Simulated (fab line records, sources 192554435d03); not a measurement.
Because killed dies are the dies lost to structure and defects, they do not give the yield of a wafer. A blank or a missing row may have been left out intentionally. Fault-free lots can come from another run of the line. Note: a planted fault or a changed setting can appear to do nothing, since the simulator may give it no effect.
fab line records	flow n5_finfet	part 1 of 2: steps 1 to 22 of 29
record: lots: 5	wafers: 15	last_day: 17
route steps=1938 shown BEOL_M8@1397 BEOL_M9@1401
lots untouched by any fault: they come from a run of this same line in which no faults occurred
start_h: the number of hours between the record's first day and the start of the first shown wafer of the lot	wait_h: how many hours have passed since the lot's step before this one	" as in the row above	L1.1+2: a row that stands for several wafers	- no value, or no start given	* or withheld: withheld	< > ~ a bound
route shown NAME@n: names a module that has steps shown in the file, with the first one's number in the route	usual: mean/standard deviation taken from wafers without a fault	same: alike in all rows	chamber/n: place in a boat	sites: readings site by site	_std_site: the standard deviation of these	_edge_site: mean of outer sites minus mean of inner sites	radius_mm: for every site, how far away it sits from the centre of the wafer	mask NAME#n: copy n	behind: the tool/chamber that last shaped the wafer	hold: why the lot was held/for how many hours/how that ended	device: names the non-switching transistor (n, p or np)	end of line: tests run on the same wafers once the route is complete	a step with no rows: only its recipe	killed: count of dies lost to structure and defects at first sort (not the wafer's yield)	map: per-die view of a wafer (x killed, . not killed, _ where there is no die)
set.NAME: setting as actually run; set.NAME@STEP: the setting as run at that earlier step	model.NAME: the simulator's own value behind a step, which no gauge read
lots at some steps of the route; a table a step, a row a wafer
services: a tool's chamber out of use, with start hour (start_h, from the record's first day; less than 0 if before it), hours out, and reason
== steps ==
step: N5_BEOL_M8_PRE_CLEAN_55
recipe: gas: NH3	time_s: 15	temp_c: withheld	rf_power_w: 300
usual: rf_fwd_power_W: 294.3/1.5
lot.wafer	tool	chamber	start_h	wait_h	rf_fwd_power_W	since_wet_clean_h
L076.2	pecvd-03	1	222.75	0.0	293.2	1833
L076.4	"	2	"	"	292.1	-
L076.6	"	0	"	"	295.3	-
L086.2	pecvd-03	0	296.80	0.0	295.3	1182
L086.5	"	2	"	"	292.2	-
L086.6	"	1	"	"	292.4	-
L084.1	pecvd-04	0	299.59	0.0	297.1	822
L084.3	"	2	"	"	292.7	64
L084.6	"	0	"	"	296.7	-
L093.1	pecvd-02	0	335.02	0.0	295.5	1401
L093.2	"	1	"	"	294.9	2126
L093.5	"	2	"	"	293.8	-
L095.2	pecvd-03	1	351.07	0.0	292.7	1961
L095.3	"	2	"	"	292.7	482
L095.5	"	1	"	"	293.6	-
step: N5_BEOL_M8_DEP_56
recipe: material: SiCN	target_thk_a: 100	temp_c: withheld	precursor: 3MS/NH3	pressure_torr: 3	rf_w: 202	time_s: 17.5
usual: rf_fwd_power_W: 199.4/0.84	showerhead_plenum_p_Torr: 3.662/0.011	throttle_valve_pct: 9.2/0.61
lot.wafer	tool	chamber	start_h	wait_h	rf_fwd_power_W	showerhead_plenum_p_Torr	since_wet_clean_h	throttle_valve_pct
L076.2	pecvd-03	1	222.78	0.0	198.9	3.685	1833	9.2
L076.4	"	2	"	"	198.2	3.653	-	9.0
L076.6	"	0	"	"	199.5	3.665	-	9.2
L086.2	pecvd-03	0	296.83	0.0	200.7	3.660	1182	9.5
L086.5	"	2	"	"	199.7	3.666	-	9.3
L086.6	"	1	"	"	198.3	3.682	-	9.2
L084.1	pecvd-04	0	299.61	0.0	199.7	3.652	822	10.0
L084.3	"	2	"	"	199.3	3.669	64	7.8
L084.6	"	0	"	"	199.6	3.643	-	10.1
L093.1	pecvd-02	0	335.04	0.0	201.0	3.663	1401	9.6
L093.2	"	1	"	"	198.7	3.654	2126	9.3
L093.5	"	2	"	"	198.7	3.666	-	8.8
L095.2	pecvd-03	1	351.10	0.0	199.7	3.682	1961	9.2
L095.3	"	2	"	"	198.4	3.652	482	9.2
L095.5	"	1	"	"	198.8	3.676	-	9.3
step: N5_BEOL_M8_RS_MEAS_57
recipe: thk_meas_gauge: four-point-probe	reads: Cu_of_BEOL_M8_ECD_50+Co_of_BEOL_M8_CVD_78+TaN_of_BEOL_M8_ALD_77
usual: M8_RS: 0.285/0.011
lot.wafer	tool	chamber	start_h	wait_h	M8_RS[ohm/sq]
L076.2	film_metro-01	-	222.85	0.1	0.284
L076.4	"	-	"	"	0.302
L076.6	"	-	"	"	0.303
L086.2	film_metro-01	-	296.90	0.1	0.301
L086.5	"	-	"	"	0.283
L086.6	"	-	"	"	0.273
L084.1	film_metro-01	-	299.68	0.1	0.278
L084.3	"	-	"	"	0.288
L084.6	"	-	"	"	0.299
L093.1	film_metro-01	-	335.11	0.1	0.276
L093.2	"	-	"	"	0.298
L093.5	"	-	"	"	0.273
L095.2	film_metro-02	-	351.17	0.1	0.289
L095.3	"	-	"	"	0.293
L095.5	"	-	"	"	0.284
step: N5_BEOL_M8_INSPECT_58
recipe: inspect_instrument: darkfield	mode: post_dep
usual: raw_defect_count: 67/19
lot.wafer	tool	chamber	start_h	wait_h	raw_defect_count
L076.2	defect_inspect-02	-	222.87	0.0	55
L076.4	"	-	"	"	47
L076.6	"	-	"	"	49
L086.2	defect_inspect-01	-	296.92	0.0	75
L086.5	"	-	"	"	69
L086.6	"	-	"	"	62
L084.1	defect_inspect-02	-	299.71	0.0	66
L084.3	"	-	"	"	41
L084.6	"	-	"	"	39
L093.1	defect_inspect-02	-	335.14	0.0	47
L093.2	"	-	"	"	69
L093.5	"	-	"	"	47
L095.2	defect_inspect-01	-	351.19	0.0	93
L095.3	"	-	"	"	80
L095.5	"	-	"	"	83
step: N5_BEOL_M9_ILD_DEP_00
recipe: material: SiCOH_lowk	target_thk_a: 3085.1	temp_c: 300	precursor: DEMS/porogen	pressure_torr: 5	rf_w: 500	time_s: 58
usual: heater_power_w: 276/37	rf_fwd_power_W: 496.7/1.8	showerhead_plenum_p_Torr: 5.738/0.013	susceptor_temp_C: 299.99/0.19	throttle_valve_pct: 13.8/1
lot.wafer	tool	chamber	start_h	wait_h	heater_power_w	rf_fwd_power_W	showerhead_plenum_p_Torr	since_wet_clean_h	susceptor_temp_C	throttle_valve_pct
L076.2	pecvd-04	1	222.91	0.0	238	495.3	5.739	1471	300.01	14.0
L076.4	"	0	"	"	221	494.1	5.724	-	300.12	14.9
L076.6	"	0	"	"	228	494.9	5.725	-	300.20	14.9
L086.2	pecvd-02	2	296.96	0.0	251	495.4	5.743	598	299.90	13.3
L086.5	"	2	"	"	266	493.5	5.730	-	299.57	13.4
L086.6	"	0	"	"	353	495.2	5.727	-	300.24	14.8
L084.1	pecvd-01	1	299.75	0.0	238	497.1	5.745	1729	299.59	14.9
L084.3	"	0	"	"	315	497.0	5.744	1004	300.02	13.2
L084.6	"	2	"	"	314	497.0	5.738	-	300.07	12.6
L093.1	pecvd-04	0	335.17	0.0	260	497.0	5.726	858	299.67	15.5
L093.2	"	2	"	"	254	494.1	5.729	99	300.19	12.3
L093.5	"	2	"	"	254	497.2	5.736	-	300.16	12.5
L095.2	pecvd-02	0	351.23	0.0	351	493.5	5.738	1418	300.00	14.8
L095.3	"	2	"	"	286	497.7	5.740	652	299.68	13.3
L095.5	"	1	"	"	325	495.4	5.725	-	299.83	14.6
step: N5_BEOL_M9_CURE_71
recipe: temp_c: 385	time_s: 240	ambient: He/Ar	material: SiCOH_lowk
usual: lamp_power_pct: 52.32/0.056	wafer_temp_C_max: 387.1/0.73
lot.wafer	tool	chamber	start_h	wait_h	lamp_power_pct	wafer_temp_C_max
L076.2	uv_cure-01	0	223.09	0.2	52.43	387.0
L076.4	"	0	"	"	52.29	386.5
L076.6	"	0	"	"	52.37	386.4
L086.2	uv_cure-03	0	297.20	0.2	52.41	387.2
L086.5	"	0	"	"	52.36	387.9
L086.6	"	0	"	"	52.27	387.8
L084.1	uv_cure-03	0	299.82	0.0	52.24	388.3
L084.3	"	0	"	"	52.28	389.1
L084.6	"	0	"	"	52.17	387.1
L093.1	uv_cure-02	0	335.25	0.0	52.34	387.0
L093.2	"	0	"	"	52.27	387.3
L093.5	"	0	"	"	52.30	387.5
L095.2	uv_cure-03	2	351.57	0.3	52.37	386.0
L095.3	"	2	"	"	52.23	385.9
L095.5	"	2	"	"	52.39	385.7
step: N5_BEOL_M9_THK_MEAS_01
recipe: reads: SiCOH_lowk_of_BEOL_M9_ILD_DEP_00
usual: M9_ILD_THK: 269/4.4
lot.wafer	tool	chamber	start_h	wait_h	M9_ILD_THK[nm]
L076.2	film_metro-02	-	223.53	0.4	275
L076.4	"	-	"	"	271
L076.6	"	-	"	"	269
L086.2	film_metro-01	-	297.63	0.4	257
L086.5	"	-	"	"	264
L086.6	"	-	"	"	271
L084.1	film_metro-01	-	300.34	0.4	270
L084.3	"	-	"	"	272
L084.6	"	-	"	"	273
L093.1	film_metro-02	-	335.76	0.4	268
L093.2	"	-	"	"	261
L093.5	"	-	"	"	266
L095.2	film_metro-01	-	352.00	0.4	267
L095.3	"	-	"	"	262
L095.5	"	-	"	"	269
step: N5_BEOL_M9_PECVD_70
recipe: material: SiO2	target_thk_a: 200	temp_c: 400	precursor: TEOS/O2	pressure_torr: 5.5	rf_w: 450	teos_flow_sccm: 53.8	gas: O2	flow_sccm: 3000	time_s: 22.7
usual: heater_power_w: 655/68	rf_fwd_power_W: 445.1/1.8	showerhead_plenum_p_Torr: 8.76/0.046	susceptor_temp_C: 399.98/0.23	throttle_valve_pct: 22.6/1.6
lot.wafer	tool	chamber	start_h	wait_h	heater_power_w	rf_fwd_power_W	showerhead_plenum_p_Torr	since_wet_clean_h	susceptor_temp_C	throttle_valve_pct
L076.2	pecvd-04	1	223.56	0.0	618	444.9	8.77	1471	400.42	22.6
L076.4	"	0	"	"	664	445.4	8.70	-	399.98	24.4
L076.6	"	0	"	"	673	443.7	8.69	-	400.14	24.5
L086.2	pecvd-01	1	297.67	0.0	607	447.8	8.84	1727	399.86	24.1
L086.5	"	0	"	"	621	449.9	8.74	-	399.86	21.3
L086.6	"	1	"	"	611	447.6	8.82	-	400.17	23.8
L084.1	pecvd-02	0	300.37	0.0	782	444.3	8.75	1367	400.11	23.6
L084.3	"	1	"	"	703	440.4	8.75	2092	399.90	23.7
L084.6	"	1	"	"	729	441.6	8.71	-	399.55	23.7
L093.1	pecvd-01	0	335.81	0.0	676	446.6	8.73	1040	400.03	21.1
L093.2	"	1	"	"	580	450.1	8.85	1765	399.94	23.9
L093.5	"	2	"	"	726	446.2	8.84	-	399.67	19.9
L095.2	pecvd-01	1	352.04	0.0	611	445.1	8.87	1781	400.22	23.9
L095.3	"	0	"	"	664	447.0	8.73	1056	400.21	21.4
L095.5	"	1	"	"	610	445.1	8.84	-	400.20	23.9
step: N5_BEOL_M9_HM_DEP_02
recipe: material: TiN	target_thk_a: 200	temp_c: 25	chamber_pressure_pa: 0.49996
usual: chamber_pressure_pa: 0.5000/0.001	susceptor_temp_C: 24.99/0.12	throttle_valve_pct: 30.0/0.97
lot.wafer	tool	chamber	start_h	wait_h	chamber_pressure_pa	susceptor_temp_C	throttle_valve_pct
L076.2	pvd_sputter-01	-	224.49	0.9	0.5008	24.89	30.9
L076.4	"	-	"	"	0.5030	24.91	29.5
L076.6	"	-	"	"	0.4999	24.77	31.1
L086.2	pvd_sputter-03	-	298.29	0.6	0.4993	24.89	28.7
L086.5	"	-	"	"	0.5012	24.95	29.7
L086.6	"	-	"	"	0.5005	24.93	31.9
L084.1	pvd_sputter-03	-	300.43	0.0	0.4998	25.23	29.8
L084.3	"	-	"	"	0.5010	24.97	28.2
L084.6	"	-	"	"	0.4993	25.17	29.5
L093.1	pvd_sputter-02	-	339.79	4.0	0.4997	24.92	31.4
L093.2	"	-	"	"	0.5001	25.01	28.7
L093.5	"	-	"	"	0.5006	25.13	31.4
L095.2	pvd_sputter-01	-	352.28	0.2	0.4988	25.01	30.1
L095.3	"	-	"	"	0.5006	25.08	29.5
L095.5	"	-	"	"	0.5004	25.01	31.0
step: N5_BEOL_M9_COAT_59
recipe: resist: SOC	temp_c: 250	time_s: 60	spin_rpm: 1500	resist_thk_nm: 100
lot.wafer	tool	chamber	start_h	wait_h
L076.2+4+6	litho_track-04	0	224.61	0.1
L086.2+5+6	litho_track-03	0	298.41	0.1
L084.1+3+6	litho_track-03	0	300.56	0.1
L093.1+2+5	litho_track-02	0	339.93	0.1
L095.2+3+5	litho_track-03	0	352.41	0.1
step: N5_BEOL_M9_COAT_60
recipe: resist: SiARC	temp_c: 220	time_s: 60	spin_rpm: 1500	resist_thk_nm: 30
lot.wafer	tool	chamber	start_h	wait_h
L076.2+4+6	litho_track-04	0	-	-
L086.2+5+6	litho_track-03	0	-	-
L084.1+3+6	litho_track-03	0	-	-
L093.1+2+5	litho_track-02	0	-	-
L095.2+3+5	litho_track-03	0	-	-
step: N5_BEOL_M9_COAT_05
recipe: resist: CAR-ArF	spin_rpm: 1500	resist_thk_nm: 90
lot.wafer	tool	chamber	start_h	wait_h
L076.2+4+6	litho_track-04	0	-	-
L086.2+5+6	litho_track-03	0	-	-
L084.1+3+6	litho_track-03	0	-	-
L093.1+2+5	litho_track-02	0	-	-
L095.2+3+5	litho_track-03	0	-	-
step: N5_BEOL_M9_EBR_07
recipe: solvent: PGMEA	ebr_width_mm: 1.5
lot.wafer	tool	chamber	start_h	wait_h
L076.2+4+6	litho_track-04	0	-	-
L086.2+5+6	litho_track-03	0	-	-
L084.1+3+6	litho_track-03	0	-	-
L093.1+2+5	litho_track-02	0	-	-
L095.2+3+5	litho_track-03	0	-	-
step: N5_BEOL_M9_SOFTBAKE_06
recipe: temp_c: 110	time_s: 60	resist: CAR-ArF
lot.wafer	tool	chamber	start_h	wait_h
L076.2+4+6	litho_track-04	0	-	-
L086.2+5+6	litho_track-03	0	-	-
L084.1+3+6	litho_track-03	0	-	-
L093.1+2+5	litho_track-02	0	-	-
L095.2+3+5	litho_track-03	0	-	-
step: N5_BEOL_M9_EXPOSE_08
recipe: mask_id: M9	na: 1.35	source_shape: dipole	sigma_inner: 0.411	sigma_outer: 0.611	polarization: te	dose_mj: 53.75
usual: focus_offset_nm: 0.0/0.5
same: dipole_opening_deg: 40
lot.wafer	tool	chamber	start_h	wait_h	mask	focus_offset_nm
L076.2	arfi_scanner-02	0	224.74	-	M9#0	0.2
L076.4	"	0	"	"	M9#0	-0.6
L076.6	"	0	"	"	M9#0	0.2
L086.2	arfi_scanner-01	0	298.66	-	M9#0	0.0
L086.5	"	0	"	"	M9#0	-0.5
L086.6	"	0	"	"	M9#0	-1.5
L084.1	arfi_scanner-02	0	300.80	-	M9#0	-0.4
L084.3	"	0	"	"	M9#0	-0.3
L084.6	"	0	"	"	M9#0	0.2
L093.1	arfi_scanner-02	0	340.18	-	M9#0	0.5
L093.2	"	0	"	"	M9#0	-0.3
L093.5	"	0	"	"	M9#0	1.1
L095.2	arfi_scanner-02	0	352.81	-	M9#0	0.3
L095.3	"	0	"	"	M9#0	-0.2
L095.5	"	0	"	"	M9#0	-0.6
step: N5_BEOL_M9_PEB_09
recipe: peb_temp_c: withheld	peb_time_s: 60	resist: CAR-ArF
same: peb_time_s: 60
lot.wafer	tool	chamber	start_h	wait_h
L076.2+4+6	litho_track-04	0	224.79	0.0
L086.2+5+6	litho_track-03	0	298.72	0.0
L084.1+3+6	litho_track-03	0	300.86	0.1
L093.1+2+5	litho_track-02	0	340.24	0.1
L095.2+3+5	litho_track-04	0	352.87	0.0
step: N5_BEOL_M9_DEVELOP_10
recipe: develop_time_s: 30	developer: TMAH	resist: CAR-ArF	rinse_liquid: diw	dry: air_spin	dev_temp_c: 23
usual: developer_temp_C: 22.95/0.092
same: develop_time_s: 30
lot.wafer	tool	chamber	start_h	wait_h	developer_temp_C
L076.2	litho_track-04	0	-	-	22.87
L076.4	"	0	"	"	22.85
L076.6	"	0	"	"	22.77
L086.2	litho_track-03	0	-	-	22.73
L086.5	"	0	"	"	22.91
L086.6	"	0	"	"	22.83
L084.1	litho_track-03	0	-	-	23.11
L084.3	"	0	"	"	23.05
L084.6	"	0	"	"	22.95
L093.1	litho_track-02	0	-	-	22.89
L093.2	"	0	"	"	23.01
L093.5	"	0	"	"	22.91
L095.2	litho_track-04	0	-	-	22.78
L095.3	"	0	"	"	22.86
L095.5	"	0	"	"	22.89
step: N5_BEOL_M9_CD_MEAS_11
recipe: target_cd_nm: 64.1	landing_energy_ev: 500	detector: se_inlens	polarity: opening
usual: cd_nm: 64.5/0.65
lot.wafer	tool	chamber	start_h	wait_h	cd_nm
L076.2	cd_sem-01	0	224.86	-	64.9
L076.4	"	0	"	"	64.3
L076.6	"	0	"	"	64.7
L086.2	cd_sem-01	0	298.78	-	63.9
L086.5	"	0	"	"	64.2
L086.6	"	0	"	"	63.8
L084.1	cd_sem-02	0	300.93	-	63.9
L084.3	"	0	"	"	64.2
L084.6	"	0	"	"	64.4
L093.1	cd_sem-02	0	340.30	-	65.5
L093.2	"	0	"	"	65.3
L093.5	"	0	"	"	64.4
L095.2	cd_sem-01	0	352.93	-	65.1
L095.3	"	0	"	"	64.3
L095.5	"	0	"	"	64.7
step: N5_BEOL_M9_OVL_MEAS_12
recipe: points_per_wafer: 44
usual: M9_OVL: 0.1/0.81
lot.wafer	tool	chamber	start_h	wait_h	M9_OVL[nm]
L076.2	overlay-01	0	224.89	0.0	-0.1
L076.4	"	0	"	"	0.7
L076.6	"	0	"	"	-0.3
L086.2	overlay-02	0	298.81	0.0	0.4
L086.5	"	0	"	"	-0.1
L086.6	"	0	"	"	0.3
L084.1	overlay-02	0	300.96	0.0	-1.4
L084.3	"	0	"	"	-1.3
L084.6	"	0	"	"	-0.9
L093.1	overlay-01	0	340.33	0.0	0.2
L093.2	"	0	"	"	-0.6
L093.5	"	0	"	"	0.1
L095.2	overlay-01	0	352.96	0.0	0.8
L095.3	"	0	"	"	0.4
L095.5	"	0	"	"	1.1
step: N5_BEOL_M9_INSPECT_13
recipe: mode: adi	inspect_instrument: brightfield
usual: raw_defect_count: 418/97
lot.wafer	tool	chamber	start_h	wait_h	raw_defect_count
L076.2	defect_inspect-02	-	224.91	0.0	372
L076.4	"	-	"	"	291
L076.6	"	-	"	"	233
L086.2	defect_inspect-01	-	298.84	0.0	303
L086.5	"	-	"	"	317
L086.6	"	-	"	"	355
L084.1	defect_inspect-01	-	300.98	0.0	504
L084.3	"	-	"	"	334
L084.6	"	-	"	"	436
L093.1	defect_inspect-01	-	340.36	0.0	526
L093.2	"	-	"	"	497
L093.5	"	-	"	"	446
L095.2	defect_inspect-01	-	352.99	0.0	519
L095.3	"	-	"	"	445
L095.5	"	-	"	"	619
step: N5_BEOL_M9_DESCUM_16
recipe: chemistry: O2	time_s: 7.9	source_power_w: 50	bias_power_w: 20	pressure_mtorr: 20	rf_frequency_hz: 2.712e+07	temp_c: 40	resist: CAR-ArF	o2_flow_sccm: 225
usual: drypump_motor_current_A: 5.5/0.33	oes_product_au: 0.78/0.079	rf_fwd_power_W: 49.40/0.24	rf_vpp_V: 243.2/1.5	showerhead_plenum_p_Torr: 2.10/0.073	throttle_valve_pct: 20.50/0.22
lot.wafer	tool	chamber	start_h	wait_h	drypump_motor_current_A	oes_product_au	rf_fwd_power_W	rf_hours_counter_h	rf_vpp_V	showerhead_plenum_p_Torr	throttle_valve_pct
L076.2	rie_diel-04	3	224.95	0.0	5.4	0.70	49.58	211	244.1	2.18	20.63
L076.4	"	1	"	"	5.0	0.67	49.31	-	243.4	2.05	20.68
L076.6	"	3	"	"	5.4	0.70	49.46	-	245.2	2.18	20.63
L086.2	rie_diel-04	3	298.87	0.0	5.4	0.70	49.25	232	245.6	2.18	20.64
L086.5	"	1	"	"	5.0	0.93	49.25	-	242.0	2.04	20.25
L086.6	"	0	"	"	5.7	0.80	49.59	-	242.5	2.06	20.58
L084.1	rie_diel-06	3	301.02	0.0	5.2	0.85	48.96	70	245.0	2.20	20.11
L084.3	"	1	"	"	5.4	0.80	49.52	97	241.3	2.02	20.66
L084.6	"	1	"	"	5.4	0.81	49.49	-	242.0	2.02	20.68
L093.1	rie_diel-06	2	340.39	0.0	6.1	0.74	49.46	173	243.4	2.09	20.53
L093.2	"	1	"	"	5.4	0.79	49.55	108	241.0	2.02	20.69
L093.5	"	2	"	"	6.1	0.73	49.51	-	242.0	2.09	20.53
L095.2	rie_diel-04	2	353.16	0.2	5.7	0.69	49.72	213	241.5	2.00	20.50
L095.3	"	1	"	"	5.0	0.90	49.28	25	241.7	2.04	20.28
L095.5	"	3	"	"	5.4	0.69	49.56	-	241.9	2.17	20.67
step: N5_BEOL_M9_ETCH_61
recipe: chemistry: CF4	target: SiARC	target_depth_a: 390	mask_material: CAR-ArF	time_s: 65	ion_energy_ev: 80	pressure_mtorr: 40	source_w: 545	bias_w: 36	Ar_flow_sccm: 100	cf4_flow_sccm: 100	ends: cleared
usual: cf4_flow_sccm: 100.0/0.32	drypump_motor_current_A: 5.5/0.33	etch_rf_on_time_s: 65.1/2.1	mfc_ar_sccm: 100.0/0.31	oes_product_au: 0.67/0.067	rf_fwd_power_W: 539.1/2.5	rf_vpp_V: 184.2/1.2	showerhead_plenum_p_Torr: 2.14/0.07	throttle_valve_pct: 15.65/0.2
lot.wafer	tool	chamber	start_h	wait_h	cf4_flow_sccm	drypump_motor_current_A	etch_rf_on_time_s	mfc_ar_sccm	oes_product_au	rf_fwd_power_W	rf_hours_counter_h	rf_vpp_V	showerhead_plenum_p_Torr	throttle_valve_pct
L076.2	rie_diel-04	3	224.98	0.0	100.0	5.4	64.5	100.3	0.61	539.4	211	187.4	2.22	15.81
L076.4	"	1	"	"	99.6	5.0	70.3	99.9	0.57	536.2	-	184.1	2.10	15.88
L076.6	"	3	"	"	100.4	5.4	64.4	99.9	0.61	538.7	-	184.2	2.22	15.82
L086.2	rie_diel-04	3	298.91	0.0	100.1	5.4	63.9	99.5	0.60	538.2	232	186.1	2.21	15.85
L086.5	"	1	"	"	100.5	5.0	67.9	100.5	0.79	538.8	-	184.7	2.09	15.38
L086.6	"	0	"	"	100.3	5.6	67.5	99.7	0.69	537.6	-	182.8	2.10	15.57
L084.1	rie_diel-06	3	301.05	0.0	99.9	5.2	65.7	99.8	0.70	533.8	70	185.5	2.25	15.38
L084.3	"	1	"	"	99.3	5.4	62.7	99.8	0.70	542.7	97	182.6	2.08	15.86
L084.6	"	1	"	"	99.8	5.4	62.8	100.0	0.70	538.9	-	184.7	2.08	15.84
L093.1	rie_diel-06	2	340.43	0.0	100.0	6.1	63.3	100.1	0.64	538.7	173	183.9	2.13	15.69
L093.2	"	1	"	"	100.0	5.4	62.1	100.2	0.69	539.3	108	185.0	2.08	15.88
L093.5	"	2	"	"	99.6	6.1	63.5	100.0	0.64	538.9	-	185.0	2.13	15.69
L095.2	rie_diel-04	2	353.20	0.0	99.7	5.7	65.6	99.8	0.59	541.2	213	183.5	2.04	15.73
L095.3	"	1	"	"	100.0	5.0	67.5	99.7	0.75	537.8	25	183.7	2.09	15.41
L095.5	"	3	"	"	99.7	5.4	63.9	99.5	0.59	539.9	-	184.7	2.20	15.89
